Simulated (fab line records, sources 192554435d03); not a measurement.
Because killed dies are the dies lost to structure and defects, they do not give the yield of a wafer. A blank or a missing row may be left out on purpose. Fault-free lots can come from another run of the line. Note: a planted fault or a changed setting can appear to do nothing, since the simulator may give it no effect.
fab line records | flow n5-finfet
[record] lots = 7 wafers = 21
route steps=1938 shown BEOL_M0_SAQP@692 BEOL_M0_CUTY@705 BEOL_M0@715 BEOL_M2@867 BEOL_M3@963
start-h: start of the lot's first displayed wafer, in hours after the record's first day | wait-h: hours from the lot's prior step to this one | " the same as in the row above | L1.1+2: one row covering several wafers at once | - either no value or no given start | * or withheld: withheld | < > ~ a bound
route shown NAME@n: NAME is a module with steps in the file, n the number in the route of the first one | usual: average and standard deviation across the fault-free wafers | same: alike in all rows | chamber/n: place in a boat | sites: the reading at each site | _std_site: the values' standard deviation | _edge_site: mean of outer sites minus mean of inner sites | radius-mm: for every site, how far away it sits from the centre of the wafer | mask NAME#n: copy n | behind: the last tool/chamber to shape the wafer | hold: the reason the lot was held/the length of the hold in hours/how it ended | device: whichever transistor did not switch (one of n, p or np) | end of line: tests of these same wafers at the route's end | a step given without rows: its recipe and nothing more | killed: dies lost to structure and defects at the first sort, not the wafer's yield | map: dies across one wafer; x = killed, . = not, _ = none there
set.NAME: the run value of the setting; set.NAME@STEP: its run value at that earlier step | model.NAME: the simulator's own value behind a step, which no gauge read
lots whose settings were changed on purpose; a table a step, a row a wafer
[[steps]]
[step N5_BEOL_M0_SAQP_DESCUM_45]
[recipe] chemistry = O2 time-s = 7 source-power-w = 50 bias-power-w = 20 pressure-mtorr = 20 rf-frequency-hz = 2.712e+07 temp-c = 40 resist = CAR-EUV o2-flow-sccm = 225
// columns lot.wafer tool chamber start-h wait-h set.time-s model.CAR-EUV_of_BEOL_M0_SAQP_COAT_34.thk-nm
L077.4+5+6 rie-diel-02 0,2,3 140.26 1.8 7 26.2
L082.3+5 rie-diel-04 2 160.90 0.0 5.886 26.8
L082.4 " 0 " " 7 26.2
L084.2 rie-diel-04 2 170.17 0.0 7 26.2
L084.4 " 0 " " 7 26
L084.5 " 2 " " 8.19 25.4
L089.2+6 rie-diel-04 3,0 205.97 0.2 7 26
L089.4 " 2 " " 7 26.2
L093.1 rie-diel-04 3 226.20 0.1 8.283 25.2
L093.2 " 1 " " 7 26
L093.4 " 0 " " 7 25.8
L096.2 rie-diel-06 3 248.50 0.0 8.319 25.4
L096.5 " 3 " " 7 26
L096.6 " 0 " " 8.319 25.6
L097.1+2+5 rie-diel-02 1,3,3 249.51 0.0 7 26
[step N5_BEOL_M0_SAQP_ETCH_88]
[recipe] chemistry = N2/H2 target = underlayer target-depth-a = 65 time-s = 5.2 ion-energy-ev = 200 mask-material = CAR-EUV pressure-mtorr = 30 source-w = 840 bias-w = 150 n2-flow-sccm = 200 h2-flow-sccm = 200 ends = cleared
// columns lot.wafer tool chamber start-h wait-h set.spin-rpm@BEOL_M0_SAQP_COAT_87 model.etch.depth-nm
L077.4 rie-diel-02 0 140.29 0.0 1500 5.007
L077.5 " 2 " " 1640 4.789
L077.6 " 3 " " 1640 4.773
L082.3 rie-diel-04 2 160.94 0.0 1500 4.98
L082.4 " 0 " " 1500 4.972
L082.5 " 2 " " 1567 4.867
L084.2 rie-diel-04 2 170.20 0.0 1399 5.162
L084.4 " 0 " " 1500 4.982
L084.5 " 2 " " 1399 5.151
L089.2 rie-diel-04 3 206.00 0.0 1500 4.987
L089.4 " 2 " " 1651 4.769
L089.6 " 0 " " 1651 4.764
L093.1 rie-diel-04 3 226.24 0.0 1500 5.019
L093.2 " 1 " " 1500 5.021
L093.4 " 0 " " 1500 5.018
L096.2 rie-diel-06 3 248.53 0.0 1500 4.994
L096.5 " 3 " " 1594 4.848
L096.6 " 0 " " 1594 4.85
L097.1 rie-diel-02 1 249.54 0.0 1500 4.993
L097.2 " 3 " " 1500 5.009
L097.5 " 3 " " 1500 4.996
[step N5_BEOL_M0_CUTY_EXPOSE_54]
[recipe] mask-id = M0_ABLK na = 1.35 source-shape = conventional sigma-outer = 0.8 polarization = unpolarized dose-mj = 36
// columns lot.wafer tool chamber start-h wait-h mask set.dose-mj
L077.4+6 arfi-scanner-03 0 141.67 - M0_ABLK#0 34.79
L077.5 " 0 " " M0_ABLK#0 36
L082.3 arfi-scanner-02 0 162.38 - M0_ABLK#0 36
L082.4+5 " 0 " " M0_ABLK#0 37.32
L084.2+4 arfi-scanner-02 0 171.49 - M0_ABLK#0 36
L084.5 " 0 " " M0_ABLK#0 37.29
L089.2+4+6 arfi-scanner-01 0 207.02 - M0_ABLK#0 36
L093.1 arfi-scanner-02 0 227.38 - M0_ABLK#0 37.83
L093.2+4 " 0 " " M0_ABLK#0 36
L096.2+6 arfi-scanner-03 0 249.63 - M0_ABLK#0 36
L096.5 " 0 " " M0_ABLK#0 33.44
L097.1+2+5 arfi-scanner-02 0 251.04 - M0_ABLK#0 36
[step N5_BEOL_M0_CUTY_PEB_55]
[recipe] peb-temp-c = 110 peb-time-s = 60 resist = CAR-ArF-block
[step N5_BEOL_M0_CUTY_DEVELOP_56]
[recipe] develop-time-s = 30 developer = TMAH resist = CAR-ArF-block rinse-liquid = diw dry = air-spin dev-temp-c = 23
[step N5_BEOL_M0_CUTY_CD_MEAS_57]
[recipe] target-cd-nm = 200 landing-energy-ev = 500 detector = se-inlens polarity = line
[usual] cd-nm = 199.7/0.97
// columns lot.wafer tool chamber start-h wait-h set.dose-mj@BEOL_M0_CUTY_EXPOSE_54 cd-nm
L077.4 cd-sem-03 0 141.78 - 34.79 201.9
L077.5 " 0 " " 36 199.3
L077.6 " 0 " " 34.79 202.4
L082.3 cd-sem-02 0 162.50 - 36 198.8
L082.4 " 0 " " 37.32 196.8
L082.5 " 0 " " 37.32 197.5
L084.2 cd-sem-01 0 171.61 - 36 200.0
L084.4 " 0 " " 36 199.3
L084.5 " 0 " " 37.29 198.6
L089.2 cd-sem-02 0 207.14 - 36 199.6
L089.4 " 0 " " 36 198.3
L089.6 " 0 " " 36 199.6
L093.1 cd-sem-02 0 227.51 - 37.83 197.3
L093.2 " 0 " " 36 198.7
L093.4 " 0 " " 36 199.6
L096.2 cd-sem-03 0 249.75 - 36 200.5
L096.5 " 0 " " 33.44 204.3
L096.6 " 0 " " 36 201.5
L097.1 cd-sem-03 0 251.16 - 36 201.3
L097.2 " 0 " " 36 200.5
L097.5 " 0 " " 36 200.6
[step N5_BEOL_M0_ETCH_138]
[recipe] chemistry = CH3F/O2 target-depth-a = 120 target = SiCN time-s = 31.6 ion-energy-ev = 120 pressure-mtorr = 30 source-w = 395 bias-w = 75 Ar_flow_sccm = 150 CH3F_flow_sccm = 30 O2_flow_sccm = 20 ends = cleared
[usual] rf-vpp-V = 297.2/1.6
// columns lot.wafer tool chamber start-h wait-h set.source-w rf-vpp-V
L077.4 rie-diel-05 1 142.11 0.0 395 297.0
L077.5 " 2 " " 395 297.7
L077.6 " 0 " " 339.1 314.1
L082.3 rie-diel-01 2 162.85 0.0 432.4 290.8
L082.4 " 3 " " 395 292.8
L082.5 " 3 " " 432.4 284.3
L084.2 rie-diel-05 3 171.90 0.0 395 297.4
L084.4 " 1 " " 395 296.1
L084.5 " 2 " " 395 298.0
L089.2 rie-diel-01 0 207.44 0.0 337.3 312.0
L089.4 " 2 " " 337.3 314.2
L089.6 " 2 " " 337.3 313.8
L093.1 rie-diel-03 3 227.80 0.0 395 297.1
L093.2 " 2 " " 395 296.3
L093.4 " 0 " " 395 296.7
L096.2 rie-diel-03 0 250.04 0.0 347.5 309.6
L096.5 " 3 " " 347.5 312.0
L096.6 " 2 " " 395 297.7
L097.1 rie-diel-03 3 251.49 0.0 395 297.7
L097.2 " 1 " " 395 299.3
L097.5 " 0 " " 395 295.3
[step N5_BEOL_M2_COAT_67]
[recipe] resist = SOC temp-c = 250 time-s = 60 spin-rpm = 1500 resist-thk-nm = 60
// columns lot.wafer tool chamber start-h wait-h set.spin-rpm model.SOC_of_BEOL_M2_COAT_67.thk-nm
L077.4+6 litho-track-02 0 159.10 0.0 1600 58.2
L077.5 " 0 " " 1500 60
L082.3 litho-track-05 0 195.68 0.0 1500 60
L082.4 " 0 " " 1431 61.6
L082.5 " 0 " " 1431 61.4
L084.2 litho-track-01 0 214.85 0.0 1500 60
L084.4 " 0 " " 1361 63.2
L084.5 " 0 " " 1500 60.2
L089.2 litho-track-02 0 237.39 0.0 1500 59.8
L089.4 " 0 " " 1409 61.8
L089.6 " 0 " " 1409 62.2
L093.1+4 litho-track-01 0 251.23 0.0 1437 61.4
L093.2 " 0 " " 1500 60.2
L096.2+6 litho-track-01 0 281.87 0.0 1335 63.4
L096.5 " 0 " " 1500 60
L097.1+2+5 litho-track-01 0 282.34 0.0 1500 60
[step N5_BEOL_M2_EXPOSE_25]
[recipe] mask-id = V1 na = 0.33 source-shape = quasar sigma-inner = 0.2 sigma-outer = 0.8 polarization = unpolarized defocus-nm = 5 dose-mj = 63
// columns lot.wafer tool chamber start-h wait-h mask set.dose-mj
L077.4+5+6 euv-scanner-02 0 159.26 - V1#0 63
L082.3 euv-scanner-02 0 195.88 - V1#0 60.18
L082.4+5 " 0 " " V1#0 63
L084.2 euv-scanner-01 0 215.14 - V1#0 66.62
L084.4+5 " 0 " " V1#0 63
L089.2+4 euv-scanner-02 0 237.54 - V1#0 63
L089.6 " 0 " " V1#0 64.36
L093.1+2 euv-scanner-02 0 251.37 - V1#0 67.25
L093.4 " 0 " " V1#0 63
L096.2+5 euv-scanner-01 0 282.02 - V1#0 63
L096.6 " 0 " " V1#0 60.77
L097.1+2+5 euv-scanner-02 0 282.60 - V1#0 63
[step N5_BEOL_M2_PEB_26]
[recipe] peb-temp-c = 100 peb-time-s = 60 resist = CAR-EUV
[step N5_BEOL_M2_DEVELOP_27]
[recipe] develop-time-s = 30 developer = TMAH resist = CAR-EUV rinse-liquid = surfactant-rinse dry = air-spin dev-temp-c = 23
[step N5_BEOL_M2_ALD_98]
[recipe] material = SiO2 target-thk-a = 25 temp-c = 100 ald-precursor-family = BDEAS ald-co-reactant = O2-plasma pulse-time-s = 1 co-reactant-pulse-time-s = 1 purge-time-s = 2 co-reactant-purge-time-s = 2 ald-cycles = 17 pressure-torr = 2
[step N5_BEOL_M2_ETCHBACK_99]
[recipe] chemistry = CHF3 target = SiO2 target-depth-a = 50 time-s = 10.4 source-w = 215 bias-w = 47 Ar_flow_sccm = 200 CHF3_flow_sccm = 12 ion-energy-ev = 100 pressure-mtorr = 30
[step N5_BEOL_M2_ETCH_70]
[recipe] chemistry = N2/H2 target = SOC target-depth-a = 800 overetch-a = 240 mask-material = SiARC temp-c = 40 time-s = 130 ion-energy-ev = 200 pressure-mtorr = 30 source-w = 840 bias-w = 150 n2-flow-sccm = 200 h2-flow-sccm = 200
// columns lot.wafer tool chamber start-h wait-h set.spin-rpm@BEOL_M2_COAT_67 model.etch.depth-nm
L077.4 rie-diel-05 0 162.47 0.0 1600 58.13
L077.5 " 2 " " 1500 60.02
L077.6 " 1 " " 1600 58.22
L082.3 rie-diel-01 3 213.33 0.0 1500 60.04
L082.4 " 2 " " 1431 61.53
L082.5 " 2 " " 1431 61.44
L084.2 rie-diel-03 0 238.18 0.0 1500 60.03
L084.4 " 1 " " 1361 63.12
L084.5 " 0 " " 1500 60.13
L089.2 rie-diel-05 0 265.85 0.0 1500 59.78
L089.4 " 3 " " 1409 61.8
L089.6 " 0 " " 1409 62.11
L093.1 rie-diel-05 0 280.51 0.0 1437 61.43
L093.2 " 2 " " 1500 60.21
L093.4 " 1 " " 1437 61.37
L096.2+6 rie-diel-01 2,0 287.80 0.0 1335 63.43
L096.5 " 1 " " 1500 60.02
L097.1 rie-diel-03 1 290.91 0.0 1500 60.07
L097.2 " 2 " " 1500 60
L097.5 " 0 " " 1500 60.05
[step N5_BEOL_M2_TRENCH_ETCH_37]
[recipe] chemistry = C4F6/O2 target-depth-a = 555.55 target = SiOC time-s = 29.2 ion-energy-ev = 250 pressure-mtorr = 30 source-w = 355 bias-w = 185 Ar_flow_sccm = 300 C4F6_flow_sccm = 10 O2_flow_sccm = 10
// columns lot.wafer tool chamber start-h wait-h set.time-s model.BEOL_M2.feature-depth-nm model.etch.depth-nm
L077.4 rie-diel-05 0 - - 24.94 46.8 46.83
L077.5 " 2 " " 29.2 57 56.92
L077.6 " 1 " " 24.94 47.8 47.83
L082.3 rie-diel-01 3 - - 24.36 45.6 45.62
L082.4 " 2 " " 24.36 46.2 46.14
L082.5 " 2 " " 29.2 55.2 55.26
L084.2 rie-diel-03 0 - - 29.2 55.4 55.44
L084.4 " 1 " " 29.2 54.8 54.8
L084.5 " 0 " " 29.2 55.8 55.79
L089.2 rie-diel-05 0 - - 29.2 55.4 55.38
L089.4 " 3 " " 29.2 54.6 54.54
L089.6 " 0 " " 29.2 55 54.96
L093.1 rie-diel-05 0 - - 35.26 66.8 66.77
L093.2 " 2 " " 29.2 57.2 57.16
L093.4 " 1 " " 35.26 67.4 67.31
L096.2 rie-diel-01 2 - - 33.86 62.8 62.85
L096.5 " 1 " " 29.2 56.8 56.73
L096.6 " 0 " " 33.86 62.8 62.9
L097.1 rie-diel-03 1 - - 29.2 55.2 55.24
L097.2 " 2 " " 29.2 56 56.07
L097.5 " 0 " " 29.2 55.2 55.22
[step N5_BEOL_M2_ETCH_41]
[recipe] chemistry = CH3F/O2 target = SiCN target-depth-a = 299 taper-deg = 2 time-s = 52.5 ion-energy-ev = 120 mask-material = TiN pressure-mtorr = 30 source-w = 395 bias-w = 75 Ar_flow_sccm = 150 CH3F_flow_sccm = 30 O2_flow_sccm = 20
[step N5_BEOL_M2_STRIP_97]
[recipe] chemistry = N2/H2 time-s = 10 power-w = 450 temp-c = 40 pressure-mtorr = 20 rf-frequency-hz = 6e+07 bias-power-w = 7 n2-flow-sccm = 200 h2-flow-sccm = 200
[step N5_BEOL_M2_OCD_MEAS_38]
[usual] trench-depth-nm = 55.6/1
// columns lot.wafer tool chamber start-h wait-h set.time-s@BEOL_M2_TRENCH_ETCH_37 trench-depth-nm
L077.4 ocd-02 - 162.79 - 24.94 47.1
L077.5 " - " " 29.2 57.0
L077.6 " - " " 24.94 47.7
L082.3 ocd-01 - 213.69 - 24.36 45.8
L082.4 " - " " 24.36 46.4
L082.5 " - " " 29.2 55.3
L084.2 ocd-02 - 238.55 - 29.2 55.6
L084.4 " - " " 29.2 54.7
L084.5 " - " " 29.2 56.3
L089.2 ocd-02 - 266.21 - 29.2 55.3
L089.4 " - " " 29.2 54.6
L089.6 " - " " 29.2 55.2
L093.1 ocd-01 - 280.87 - 35.26 66.6
L093.2 " - " " 29.2 56.9
L093.4 " - " " 35.26 67.4
L096.2 ocd-02 - 288.16 - 33.86 62.4
L096.5 " - " " 29.2 56.7
L096.6 " - " " 33.86 62.5
L097.1 ocd-02 - 291.27 - 29.2 55.0
L097.2 " - " " 29.2 55.7
L097.5 " - " " 29.2 55.3
[step N5_BEOL_M2_HM_STRIP_39]
[recipe] chemistry = peroxide-tin-strip material = TiN target-depth-a = 250 temp-c = 50 time-s = 158
[step N5_BEOL_M2_SRD_40]
[recipe] time-s = 30 temp-c = 23 rinse-liquid = diw dry = ipa-marangoni
[step N5_BEOL_M2_ECD_50]
[recipe] material = Cu target-thk-a = 3000
[step N5_BEOL_M2_ANNEAL_51]
[recipe] temp-c = 225 time-s = 90 ambient = N2
[step N5_BEOL_M2_CMP_52]
[recipe] stop-on = SiOC t-overpolish-s = 6.8 down-force-psi = 1 platen-rpm = 50 clearing-platen-down-force-psi = 1.5 clearing-platen-rpm = 50 post-cmp-clean = cu-alkaline target-thk-nm = 40 clearing-platen-pad-velocity-m-s = 0.99484 pad-velocity-m-s = 0.99484
// columns lot.wafer tool chamber start-h wait-h set.time-s@BEOL_M2_TRENCH_ETCH_37 model.Cu_of_BEOL_M2_ECD_50.thk-nm
L077.4 cmp-01 3 165.94 0.2 24.94 32
L077.6 " 2 " " 24.94 32.8
L077.5 " 3 " " 29.2 44.4
L082.4 cmp-04 3 217.16 0.2 24.36 31.2
L082.3 " 1 " " 24.36 32.8
L082.5 " 2 " " 29.2 42.2
L084.2 cmp-03 1 243.40 0.2 29.2 38.4
L084.4 " 2 " " 29.2 39.2
L084.5 " 2 " " 29.2 40
L089.2 cmp-04 1 269.73 0.2 29.2 41
L089.4 " 2 " " 29.2 38.8
L089.6 " 0 " " 29.2 38.4
L093.4 cmp-04 2 284.40 0.1 35.26 53.4
L093.1 " 0 " " 35.26 51.6
L093.2 " 1 " " 29.2 43.8
L096.2 cmp-01 1 291.38 0.2 33.86 47.2
L096.5 " 1 " " 29.2 38.6
L096.6 " 2 " " 33.86 45.8
L097.1 cmp-04 0 296.85 1.2 29.2 39.6
L097.2 " 1 " " 29.2 44
L097.5 " 1 " " 29.2 41.4
[step N5_BEOL_M2_THK_MEAS_53]
[recipe] thk-meas-gauge = xrf reads = Cu_of_BEOL_M2_ECD_50
[usual] M2_THK = 40.6/1.8
// columns lot.wafer tool chamber start-h wait-h set.time-s@BEOL_M2_TRENCH_ETCH_37 M2_THK[nm]
L077.4 film-metro-01 - 166.19 - 24.94 32.4
L077.5 " - " " 29.2 44.7
L077.6 " - " " 24.94 33.0
L082.3 film-metro-02 - 217.42 - 24.36 33.4
L082.4 " - " " 24.36 31.8
L082.5 " - " " 29.2 42.9
L084.2 film-metro-02 - 243.69 - 29.2 38.9
L084.4 " - " " 29.2 39.5
L084.5 " - " " 29.2 40.1
L089.2 film-metro-01 - 269.99 - 29.2 41.3
L089.4 " - " " 29.2 39.0
L089.6 " - " " 29.2 38.6
L093.1 film-metro-01 - 284.69 - 35.26 52.2
L093.2 " - " " 29.2 44.4
L093.4 " - " " 35.26 54.3
L096.2 film-metro-01 - 291.68 - 33.86 47.3
L096.5 " - " " 29.2 38.5
L096.6 " - " " 33.86 45.7
L097.1 film-metro-02 - 297.15 - 29.2 40.5
L097.2 " - " " 29.2 44.9
L097.5 " - " " 29.2 42.4
[step N5_BEOL_M2_PRE_CLEAN_60]
[recipe] gas = NH3/H2 time-s = 15 temp-c = * rf-power-w = 300
[step N5_BEOL_M2_CO_CAP_55]
[recipe] material = Co target-thk-a = 20 temp-c = 200 precursor = CCTBA/H2 pressure-torr = 30 time-s = 102.1
[step N5_BEOL_M2_PRE_CLEAN_56]
[recipe] gas = NH3 time-s = 15 temp-c = withheld rf-power-w = 300
[step N5_BEOL_M2_DEP_57]
[recipe] material = SiCN target-thk-a = 80 temp-c = withheld precursor = 3MS/NH3 pressure-torr = 3 rf-w = 202 time-s = 14
[step N5_BEOL_M2_RS_MEAS_58]
[recipe] thk-meas-gauge = four-point-probe reads = Co_of_BEOL_M2_CO_CAP_55+Cu_of_BEOL_M2_ECD_50+Co_of_BEOL_M2_CVD_47+TaN_of_BEOL_M2_ALD_84
[usual] M2_RS = 0.67/0.036
// columns lot.wafer tool chamber start-h wait-h set.time-s@BEOL_M2_TRENCH_ETCH_37 M2_RS[ohm/sq]
L077.4 film-metro-01 - 166.59 0.0 24.94 0.89
L077.5 " - " " 29.2 0.59
L077.6 " - " " 24.94 0.87
L082.3 film-metro-01 - 217.73 0.1 24.36 0.87
L082.4 " - " " 24.36 0.93
L082.5 " - " " 29.2 0.62
L084.2 film-metro-01 - 243.96 0.1 29.2 0.70
L084.4 " - " " 29.2 0.69
L084.5 " - " " 29.2 0.67
L089.2 film-metro-02 - 270.27 0.1 29.2 0.65
L089.4 " - " " 29.2 0.70
L089.6 " - " " 29.2 0.70
L093.1 film-metro-02 - 284.95 0.0 35.26 0.49
L093.2 " - " " 29.2 0.59
L093.4 " - " " 35.26 0.46
L096.2 film-metro-02 - 291.94 0.1 33.86 0.54
L096.5 " - " " 29.2 0.70
L096.6 " - " " 33.86 0.56
L097.1 film-metro-02 - 297.58 0.0 29.2 0.68
L097.2 " - " " 29.2 0.59
L097.5 " - " " 29.2 0.64
[step N5_BEOL_M3_EXPOSE_25]
[recipe] mask-id = V2 na = 0.33 source-shape = quasar sigma-inner = 0.2 sigma-outer = 0.8 polarization = unpolarized defocus-nm = 5 dose-mj = 63
// columns lot.wafer tool chamber start-h wait-h mask set.dose-mj
L077.4+6 euv-scanner-02 0 169.94 - V2#0 67.64
L077.5 " 0 " " V2#0 63
L082.3+4 euv-scanner-02 0 221.63 - V2#0 63
L082.5 " 0 " " V2#0 59.86
L084.2+5 euv-scanner-01 0 245.30 - V2#0 60.34
L084.4 " 0 " " V2#0 63
L089.2+6 euv-scanner-01 0 273.28 - V2#0 66.06
L089.4 " 0 " " V2#0 63
L093.1 euv-scanner-01 0 288.92 - V2#0 65.39
L093.2+4 " 0 " " V2#0 63
L096.2 euv-scanner-02 0 293.55 - V2#0 60.47
L096.5+6 " 0 " " V2#0 63
L097.1+2+5 euv-scanner-02 0 300.40 - V2#0 63
[step N5_BEOL_M3_PEB_26]
[recipe] peb-temp-c = 100 peb-time-s = 60 resist = CAR-EUV
[step N5_BEOL_M3_DEVELOP_27]
[recipe] develop-time-s = 30 developer = TMAH resist = CAR-EUV rinse-liquid = surfactant-rinse dry = air-spin dev-temp-c = 23
[step N5_BEOL_M3_CD_MEAS_28]
[recipe] target-cd-nm = 25.7 landing-energy-ev = 500 detector = se-inlens target-cd-y-nm = 23.3 polarity = opening
[usual] cd-nm = 25.69/0.22
// columns lot.wafer tool chamber start-h wait-h set.dose-mj@BEOL_M3_EXPOSE_25 cd-nm
L077.4 cd-sem-02 0 170.06 - 67.64 26.96
L077.5 " 0 " " 63 25.77
L077.6 " 0 " " 67.64 27.03
L082.3 cd-sem-01 0 221.76 - 63 25.55
L082.4 " 0 " " 63 25.99
L082.5 " 0 " " 59.86 24.74
L084.2 cd-sem-02 0 245.44 - 60.34 24.63
L084.4 " 0 " " 63 25.95
L084.5 " 0 " " 60.34 24.88
L089.2 cd-sem-02 0 273.41 - 66.06 26.42
L089.4 " 0 " " 63 25.30
L089.6 " 0 " " 66.06 26.54
L093.1 cd-sem-03 0 289.07 - 65.39 26.71
L093.2 " 0 " " 63 25.59
L093.4 " 0 " " 63 25.61
L096.2 cd-sem-03 0 293.68 - 60.47 24.94
L096.5 " 0 " " 63 25.81
L096.6 " 0 " " 63 25.98
L097.1 cd-sem-02 0 300.54 - 63 25.59
L097.2 " 0 " " 63 25.45
L097.5 " 0 " " 63 25.73
[[key]]
[split] step = N5_BEOL_M0_SAQP_DESCUM_45 setting = time-s stated = 7 by = wafer
[response] step = N5_BEOL_M0_SAQP_DESCUM_45 reading = model.CAR-EUV_of_BEOL_M0_SAQP_COAT_34.thk-nm change = -0.0354 per = 1% r = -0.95
[split] step = N5_BEOL_M0_CUTY_EXPOSE_54 setting = dose-mj stated = 36 by = wafer
[response] step = N5_BEOL_M0_CUTY_CD_MEAS_57 reading = cd-nm change = -0.463 per = 1% r = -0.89
[split] step = N5_BEOL_M0_ETCH_138 setting = source-w stated = 395 by = wafer
[response] step = N5_BEOL_M0_ETCH_138 reading = rf-vpp-V change = -1.02 per = 1% r = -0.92
[split] step = N5_BEOL_M2_COAT_67 setting = spin-rpm stated = 1500 by = wafer
[response] step = N5_BEOL_M2_COAT_67 reading = model.SOC_of_BEOL_M2_COAT_67.thk-nm change = -0.316 per = 1% r = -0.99
[response] step = N5_BEOL_M2_ETCH_70 reading = model.etch.depth-nm change = -0.314 per = 1% r = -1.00
[split] step = N5_BEOL_M2_EXPOSE_25 setting = dose-mj stated = 63 by = wafer
response none clear
[split] step = N5_BEOL_M2_TRENCH_ETCH_37 setting = time-s stated = 29.2 by = wafer
[response] step = N5_BEOL_M2_TRENCH_ETCH_37 reading = model.BEOL_M2.feature-depth-nm change = +0.509 per = 1% r = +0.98
[response] step = N5_BEOL_M2_TRENCH_ETCH_37 reading = model.etch.depth-nm change = +0.51 per = 1% r = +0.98
[response] step = N5_BEOL_M2_OCD_MEAS_38 reading = trench-depth-nm change = +0.505 per = 1% r = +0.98
[response] step = N5_BEOL_M2_CMP_52 reading = model.Cu_of_BEOL_M2_ECD_50.thk-nm change = +0.555 per = 1% r = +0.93
[response] step = N5_BEOL_M2_THK_MEAS_53 reading = M2_THK change = +0.562 per = 1% r = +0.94
[response] step = N5_BEOL_M2_RS_MEAS_58 reading = M2_RS change = -0.0116 per = 1% r = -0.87
[split] step = N5_BEOL_M3_EXPOSE_25 setting = dose-mj stated = 63 by = wafer
[response] step = N5_BEOL_M3_CD_MEAS_28 reading = cd-nm change = +0.218 per = 1% r = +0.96
split outside-this-file step=N5_BEOL_M0_SAQP_COAT_87 setting=spin-rpm
// split outside-this-file: this setting was split too, and the file shows its column; the key of that split is in another file
